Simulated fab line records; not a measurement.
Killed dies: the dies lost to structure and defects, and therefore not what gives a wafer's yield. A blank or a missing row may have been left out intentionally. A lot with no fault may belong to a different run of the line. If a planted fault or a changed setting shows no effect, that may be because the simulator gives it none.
Chamber matching    flow n5-finfet    N5_BEOL_M14_ILD_DEP_00 on pecvd-03: 3 sister chambers
The step deposits SiO2 from TEOS/O2, target thk 1119.3 nm, time 237.4 s. 6 wafers are shown with their chamber, then 11 later ones without.

== WAFERS, EACH WITH ITS CHAMBER ==
wafer   chamber  throttle-valve-pct (%)  heater-power-w (W)
L082.1  0        20.1                    763
L082.5  0        19.9                    620
L087.2  1        18.2                    304
L087.3  2        17.5                    297
L087.5  1        18.2                    402
L088.1  2        17.4                    350

== WAFERS WITH NO CHAMBER GIVEN ==
wafer   throttle-valve-pct (%)  heater-power-w (W)
L088.4  18.3                    403
L088.5  20.3                    632
L091.3  17.2                    339
L091.4  17.7                    382
L091.6  20.1                    614
L092.3  17.7                    309
L092.4  19.9                    784
L092.6  17.8                    363
L096.1  20.0                    651
L096.5  18.3                    399
L096.6  17.5                    415

== WHICH CHAMBER EACH ONE RAN IN ==
wafer   from the rows above      in truth
L088.4  1                        1
L088.5  0                        0
L091.3  2                        2
L091.4  2                        2
L091.6  0                        0
L092.3  2                        2
L092.4  0                        0
L092.6  can't be placed: 2 or 1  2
L096.1  0                        0
L096.5  1                        1
L096.6  2                        2
Correctly placed: 10 of 11. These rows do not allow placing 1 (true chamber among the candidates in 1). Wrongly placed: 0.
How it was worked out, from the rows above alone: a wafer's distance from a chamber is the root of the sum, over the readings, of the square of ((its reading less the chamber's mean) divided by the reading's scatter). The wafer belongs to the nearest chamber; if the next one is less than 2 further off, it can't be placed. Each chamber's mean is taken over the wafers shown for it. How the scatter is found: for the shown wafers, subtract from each reading the mean of its chamber, square and add these, divide the total by (wafers less chambers), then take the root.
